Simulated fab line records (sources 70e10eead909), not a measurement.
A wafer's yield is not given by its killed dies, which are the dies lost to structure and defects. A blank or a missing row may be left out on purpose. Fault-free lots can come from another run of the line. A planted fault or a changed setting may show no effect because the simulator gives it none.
Which tool is to blame? | flow nandHarc | 12 lots, 36 wafers sampled, at 3 steps of a route of 1159

== WHAT THE GAUGES SHOWED, per wafer ==
NHARC_P_M0_THK_MEAS_24: measures by xrf.
lot  | measured     | on           | thkNm (nm)
L075 | day 5 21:31  | filmMetro-01 | 117.9 117.5 117.6
L076 | day 6 14:13  | filmMetro-02 | 118.8 118.0 116.5
L080 | day 7 03:34  | filmMetro-01 | 115.7 118.2 116.6
L081 | day 7 17:55  | filmMetro-01 | 119.0 120.5 118.8
L083 | day 8 07:53  | filmMetro-02 | 117.7 118.2 116.3
L085 | day 8 16:28  | filmMetro-02 | 118.7 117.0 117.6
L087 | day 9 11:23  | filmMetro-02 | 118.2 116.4 119.0
L088 | day 9 18:14  | filmMetro-02 | 117.1 118.6 118.5
L091 | day 10 03:28 | filmMetro-01 | 118.4 118.9 118.4
L094 | day 11 00:38 | filmMetro-02 | 117.7 116.1 114.9
L095 | day 11 04:02 | filmMetro-02 | 116.8 118.3 115.4
L097 | day 11 15:01 | filmMetro-02 | 117.5 119.0 115.8

== WHICH TOOL RAN EACH LOT (tool, then ch and the chambers of the sampled wafers, then the start) ==
lot  | NHARC_P_CONTACT_CVD_23                  | NHARC_P_M0_PVD_20
L075 | cvdW-02 ch 0,1, day 5 21:31 or earlier  | pvdSputter-01, day 5 21:31 or earlier
L076 | cvdW-01 ch 0,1, day 6 14:13 or earlier  | pvdSputter-01, day 6 14:13 or earlier
L080 | cvdW-01 ch 0,1, day 7 03:34 or earlier  | pvdSputter-02, day 7 03:34 or earlier
L081 | cvdW-01 ch 0,1, day 7 17:55 or earlier  | pvdSputter-01, day 7 17:55 or earlier
L083 | cvdW-02 ch 0,1, day 8 07:53 or earlier  | pvdSputter-03, day 8 07:53 or earlier
L085 | cvdW-02 ch 0,1, day 8 16:28 or earlier  | pvdSputter-02, day 8 16:28 or earlier
L087 | cvdW-01 ch 0,1, day 9 11:23 or earlier  | pvdSputter-02, day 9 11:23 or earlier
L088 | cvdW-01 ch 0,1, day 9 18:14 or earlier  | pvdSputter-01, day 9 18:14 or earlier
L091 | cvdW-02 ch 0,1, day 10 03:28 or earlier | pvdSputter-03, day 10 03:28 or earlier
L094 | cvdW-02 ch 0,1, day 11 00:38 or earlier | pvdSputter-03, day 11 00:38 or earlier
L095 | cvdW-02 ch 0,1, day 11 04:02 or earlier | pvdSputter-01, day 11 04:02 or earlier
L097 | cvdW-02 ch 0,1, day 11 15:01 or earlier | pvdSputter-01, day 11 15:01 or earlier
- NHARC_P_CONTACT_CVD_23: deposits W, target thk 200 nm, time 557 s.
- NHARC_P_M0_PVD_20: deposits TaN, target thk 5 nm, time 8.06 s.

== THE ANSWER, worked out from the rows above alone ==
Rule: the usual values come from the lots themselves. Put in order of their means at a reading, lots are off if they are a third of the lots or fewer, leave a main group of 4 or more, and stand apart from it by a gap of 3 or more times the standard deviation of the main group's means; of several such gaps the widest counts. The tables above print the reading to a certain number of digits; a main group whose means all agree to those digits is not used. Also off: a lot with no number at a reading for which 4 or more lots have one. Any other lot the step has rows for is counted as sound.
No lot is off on any of the readings shown, so nothing can be concluded from this.

== WHAT THE SIMULATOR HAD INSERTED ==
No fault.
